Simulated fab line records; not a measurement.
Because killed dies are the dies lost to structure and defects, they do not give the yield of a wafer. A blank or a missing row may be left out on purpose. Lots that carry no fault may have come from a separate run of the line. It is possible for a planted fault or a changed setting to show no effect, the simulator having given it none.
Matching of chambers + flow nand harc + rie diel-03 running NHARC_P_GATE_DESCUM_93: 4 sister chambers
The step chemistry O2, time 3 s. 8 wafers are shown with their chamber, then 7 later ones without.

== EACH WAFER AND ITS CHAMBER ==
| wafer  | chamber | oes product au (a.u.) | throttle valve pct (%) |
|--------|---------|-----------------------|------------------------|
| L081.1 | 3       | 1.021                 | 11.305                 |
| L083.2 | 1       | 0.997                 | 11.319                 |
| L083.6 | 1       | 0.996                 | 11.318                 |
| L084.2 | 3       | 1.013                 | 11.309                 |
| L084.4 | 2       | 1.005                 | 11.301                 |
| L084.6 | 0       | 1.012                 | 11.310                 |
| L088.1 | 0       | 0.999                 | 11.292                 |
| L088.4 | 2       | 1.011                 | 11.314                 |

== WAFERS WITHOUT THEIR CHAMBER ==
| wafer  | oes product au (a.u.) | throttle valve pct (%) |
|--------|-----------------------|------------------------|
| L088.5 | 0.995                 | 11.328                 |
| L090.3 | 1.013                 | 11.308                 |
| L090.4 | 1.011                 | 11.331                 |
| L090.5 | 1.011                 | 11.326                 |
| L095.2 | 1.013                 | 11.318                 |
| L095.3 | 0.999                 | 11.310                 |
| L095.5 | 0.988                 | 11.314                 |

== EACH ONE'S CHAMBER ==
| wafer  | from the rows above               | in truth                   |
|--------|-----------------------------------|----------------------------|
| L088.5 | 1                                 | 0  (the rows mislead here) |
| L090.3 | can't be placed: 3 or 2 or 0      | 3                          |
| L090.4 | can't be placed: 1 or 2 or 3 or 0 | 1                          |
| L090.5 | can't be placed: 2 or 3 or 1 or 0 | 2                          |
| L095.2 | can't be placed: 3 or 2 or 0 or 1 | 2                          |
| L095.3 | can't be placed: 1 or 2 or 0 or 3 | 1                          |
| L095.5 | can't be placed: 1 or 0 or 2      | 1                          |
Correct placement for 0 of the 7. Not placeable from these rows: 6 (in 6, the candidates include the true chamber). Number placed wrongly: 1.
How it was worked out, from the rows above alone: a wafer's distance from a chamber is the root of the sum, over the readings, of the square of ((its reading less the chamber's mean) divided by the reading's scatter). If the next closest chamber is less than 2 further off than the closest, the wafer can't be placed; otherwise it belongs to the closest. For every chamber, the mean is computed from those of its wafers that are shown. The scatter: take each reading less its chamber's mean, square it, sum over the shown wafers, divide by the number of wafers less the number of chambers, and take the root.
